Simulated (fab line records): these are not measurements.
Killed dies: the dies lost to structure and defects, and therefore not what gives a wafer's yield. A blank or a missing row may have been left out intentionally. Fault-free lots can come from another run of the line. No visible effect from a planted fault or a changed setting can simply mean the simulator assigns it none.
Matching of chambers -- flow nand harc -- NHARC_A_STAIRCASE_DEP_417 on pecvd-04: 3 sister chambers
The step deposits Si3N4, target thk 60 nm. 6 wafers are shown with their chamber, then 12 later ones without.

== WAFERS WITH THEIR CHAMBER ==
wafer,chamber,heater power w (W)
L085.4,1,792
L085.5,2,668
L085.6,0,652
L086.2,1,676
L086.3,0,548
L086.5,2,554

== WAFERS MISSING THEIR CHAMBER ==
wafer,heater power w (W)
L090.3,699
L090.4,702
L090.5,652
L092.2,566
L092.3,665
L092.4,682
L092.1,819
L092.5,666
L092.6,588
L097.2,620
L097.3,696
L097.6,714

== CHAMBER TAKEN BY EACH ==
wafer,from the rows above,in truth
L090.3,can't be placed: 1 or 2 or 0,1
L090.4,can't be placed: 1 or 2 or 0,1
L090.5,can't be placed: 2 or 0 or 1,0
L092.2,can't be placed: 0 or 2 or 1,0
L092.3,can't be placed: 2 or 0 or 1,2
L092.4,can't be placed: 1 or 2 or 0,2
L092.1,can't be placed: 1 or 2 or 0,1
L092.5,can't be placed: 2 or 0 or 1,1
L092.6,can't be placed: 0 or 2 or 1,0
L097.2,can't be placed: 2 or 0 or 1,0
L097.3,can't be placed: 1 or 2 or 0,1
L097.6,can't be placed: 1 or 2 or 0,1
Correct placement for 0 of the 12. Unplaceable from these rows: 12, with the true chamber sitting among the candidates in 12. 0 placed wrongly.
How it was worked out, from the rows above alone: a wafer's distance from a chamber is the root of the sum, over the readings, of the square of ((its reading less the chamber's mean) divided by the reading's scatter). If the next closest chamber is less than 2 further off than the closest, the wafer can't be placed; otherwise it belongs to the closest. A chamber's mean is the mean of its shown wafers. The scatter: the root of (the sum of the squares of (reading less its chamber's mean) over the shown wafers, divided by (wafers less chambers)).
